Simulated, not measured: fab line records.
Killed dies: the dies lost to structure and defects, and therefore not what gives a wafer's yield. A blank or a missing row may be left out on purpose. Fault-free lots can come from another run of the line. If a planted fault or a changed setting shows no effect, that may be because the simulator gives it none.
Matching of chambers ; flow n5-finfet ; 3 sister chambers for N5_BEOL_M12_DEP_53 on pecvd-03
The step deposits SiCN from 3MS/NH3, target thk 30 nm, time 10.5 s. 3 wafers are shown with their chamber, then 10 later ones without.

## WAFERS PAIRED WITH THEIR CHAMBERS
wafer;chamber;throttle-valve-pct (%)
L088.6;1;18.2
L087.1;0;17.6
L087.3;2;15.7

## WAFERS WITH NO CHAMBER GIVEN
wafer;throttle-valve-pct (%)
L087.5;18.1
L092.1;17.5
L092.4;15.7
L092.5;18.3
L095.1;17.3
L095.3;15.9
L095.4;17.8
L096.4;15.9
L096.5;16.8
L096.6;17.9

## WHICH CHAMBER EACH WENT THROUGH
wafer;from the rows above;in truth
L087.5;can't be placed: 1 or 0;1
L092.1;can't be placed: 0 or 1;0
L092.4;2;2
L092.5;can't be placed: 1 or 0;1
L095.1;can't be placed: 0 or 1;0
L095.3;2;2
L095.4;can't be placed: 0 or 1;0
L096.4;2;2
L096.5;can't be placed: 0 or 2 or 1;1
L096.6;can't be placed: 0 or 1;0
Correct placement for 3 of the 10. Unplaceable from these rows: 7, with the true chamber sitting among the candidates in 7. 0 placed wrongly.
How it was worked out, from the rows above alone: a wafer's distance from a chamber is the root of the sum, over the readings, of the square of ((its reading less the chamber's mean) divided by the reading's scatter). If the next closest chamber is less than 2 further off than the closest, the wafer can't be placed; otherwise it belongs to the closest. A chamber's mean is the mean of its shown wafers. The scatter: root of mean squared gap, hidden wafer to nearest shown wafer, with one shown wafer a chamber.
